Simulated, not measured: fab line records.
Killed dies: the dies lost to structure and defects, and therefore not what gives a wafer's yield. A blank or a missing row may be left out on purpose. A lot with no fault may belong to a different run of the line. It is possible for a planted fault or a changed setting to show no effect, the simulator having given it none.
Struck lot and sound lot, side by side    flow nand_harc    14 out of 1302 route steps
Sound: wafers L614.1, L614.2, L614.4. Wafers struck: L625.1, L625.4, L625.5. At the end, the cause is stated.
At each step with rows: each side's tool, then ch and its chambers, then its first start. Under that, the readings that differ: sound wafers    struck wafers    difference of the means    sigmas: that difference in standard deviations of wafers without a fault.
alike: readings whose means differ by less than 2 such deviations, and words and numbers that are the same on both sides. not compared: withheld readings, readings that some wafer has no value for, bounds like >300 that may hide the same value, and numbers for which the record gives no deviation and whose values overlap.
A row with sigmas, a row that says differs or no value, or rows on one side alone: a step with any of these is where the two part. Numbers that have no deviation but don't overlap get no sigmas and don't part them. A reading missing from all wafers of one side parts the sides only when that side holds two or more wafers.

first, 1 step without rows for these wafers: NHARC_A_ONON_D1_DEP_12 (target thk 1000 nm).
NHARC_A_ONON_D1_THK_MEAS_14: measures by ellipsometry.
  sound: film_metro-01 at day 7 18:12; struck: film_metro-02 at day 12 11:31
  alike: thk_nm
then, 2 steps without rows for these wafers: NHARC_A_ONON_D1_ANNEAL_15 (time 3600 s); NHARC_A_ONON_D1_DEP_16 (target thk 1000 nm).
NHARC_A_ONON_D1_THK_MEAS_18: measures by ellipsometry.
  sound: film_metro-01 at day 8 05:20; struck: film_metro-01 at day 12 19:03
  alike: thk_nm
then, no rows for these wafers at 1 step: NHARC_A_ONON_D1_DEP_19 (target thk 1000 nm).
NHARC_A_ONON_D1_THK_MEAS_21: measures by ellipsometry.
  sound: film_metro-02 at day 8 05:54; struck: film_metro-02 at day 12 19:37
  alike: thk_nm
then, no rows for these wafers at 1 step: NHARC_A_ONON_D1_DEP_22 (target thk 1000 nm).
NHARC_A_ONON_D1_THK_MEAS_24: measures by ellipsometry.
  sound: film_metro-01 at day 8 06:28; struck: film_metro-02 at day 12 20:11
reading      sound           struck         difference  sigmas
thk_nm (nm)  1023 1022 1019  1002 999 1000  -21         -2
then, no rows for these wafers at 1 step: NHARC_A_ONON_D1_DEP_25 (target thk 1000 nm).
NHARC_A_ONON_D1_THK_MEAS_27: measures by ellipsometry.
  sound: film_metro-02 at day 8 07:02; struck: film_metro-02 at day 12 20:45
  alike: thk_nm
NHARC_A_ONON_D1_DEP_28: target thk 1000 nm.
  sound on pecvd_onon-02 ch 0, day 8 07:05; struck on pecvd_onon-03 ch 0, day 12 20:49
  alike: nh3_flow_sccm
NHARC_A_ONON_D1_THK_MEAS_30: measures by ellipsometry.
  sound: film_metro-02 at day 8 07:37; struck: film_metro-01 at day 12 21:30
reading      sound           struck       difference  sigmas
thk_nm (nm)  1010 1009 1011  866 869 868  -142        -16
  not compared: hold
NHARC_A_ONON_D1_DEP_33: deposits SiO2, target thk 200 nm.
  sound on pecvd-01 ch 1,2, day 8 07:40; struck on pecvd-04 ch 1,2, day 13 10:19
reading                 sound           struck                                                                         difference                    sigmas
hold                    - - -           await_dispo/12.8h/release await_dispo/12.8h/release await_dispo/12.8h/release  no value on the sound wafers  
throttle_valve_pct (%)  17.3 16.3 16.2  15.6 15.6 15.5                                                                 -1.0                          -2
  alike: heater_power_w, mfc_precursor_sccm, showerhead_vpp_V

WHERE THEY PART
Last at NHARC_A_ONON_D1_DEP_33 as far as this record goes, first at NHARC_A_ONON_D1_THK_MEAS_24.

WHY: whatever the simulator had introduced
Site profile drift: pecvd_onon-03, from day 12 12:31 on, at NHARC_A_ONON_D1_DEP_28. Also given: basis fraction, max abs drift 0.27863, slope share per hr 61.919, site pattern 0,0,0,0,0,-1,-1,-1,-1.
